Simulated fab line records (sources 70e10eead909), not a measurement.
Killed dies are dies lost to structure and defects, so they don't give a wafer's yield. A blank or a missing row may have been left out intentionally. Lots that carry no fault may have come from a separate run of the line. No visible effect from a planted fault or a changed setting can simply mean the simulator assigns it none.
Chamber matching ; flow nandHarc ; NHARC_A_STAIRCASE_DESCUM_219 on rieDiel-13: 4 sister chambers
The step chemistry O2, time 3 s. 14 wafers are shown with their chamber, then 7 later ones without.

== WAFERS PAIRED WITH THEIR CHAMBERS ==
wafer;chamber;drypumpMotorCurrentA (A);showerheadPlenumPTorr (Torr);oesProductAu (a.u.)
L074.3;2;5.2;1.97;0.992
L074.4;1;5.9;1.87;0.975
L074.6;2;5.1;1.97;1.004
L081.1;1;5.9;1.86;0.974
L081.4;3;5.5;1.93;1.006
L081.6;1;5.9;1.86;0.983
L082.1;2;5.1;1.97;1.009
L082.3;3;5.5;1.93;1.006
L082.4;0;5.3;1.92;1.003
L088.1;2;5.1;1.96;1.014
L088.2;3;5.5;1.92;1.002
L088.4;0;5.3;1.92;1.015
L092.1;3;5.5;1.92;0.989
L092.4;1;5.9;1.85;1.002

SIGNATURES, as means of the wafers listed above
reading;chamber 0;chamber 1;chamber 2;chamber 3;scatter within a chamber
drypumpMotorCurrentA;5.300;5.900;5.125;5.500;0.0274
showerheadPlenumPTorr;1.9200;1.8600;1.9675;1.9250;0.00612
oesProductAu;1.00900;0.98350;1.00475;1.00075;0.0102
Rule: distance of a wafer from a chamber = root of the sum over the readings of ((wafer's reading minus chamber's mean) / reading's scatter) squared. If the next closest chamber is less than 2 further off than the closest, the wafer can't be placed; otherwise it belongs to the closest. The scatter: take each reading less its chamber's mean, square it, sum over the shown wafers, divide by the number of wafers less the number of chambers, and take the root.

== WAFERS WHOSE CHAMBER IS MISSING ==
wafer;drypumpMotorCurrentA (A);showerheadPlenumPTorr (Torr);oesProductAu (a.u.)
L092.5;5.1;1.96;1.009
L095.1;5.5;1.92;0.988
L095.4;5.2;1.96;1.003
L095.6;5.5;1.92;0.979
L096.4;5.3;1.91;0.997
L096.5;5.2;1.95;0.993
L096.6;5.9;1.85;0.984

== THE CHAMBER EACH PASSED THROUGH ==
wafer;from the rows above;in truth
L092.5;2;2
L095.1;3;3
L095.4;2;2
L095.6;3;3
L096.4;0;0
L096.5;2;2
L096.6;1;1
Correct placement for 7 of the 7. Number that these rows cannot place: 0. Number placed wrongly: 0.
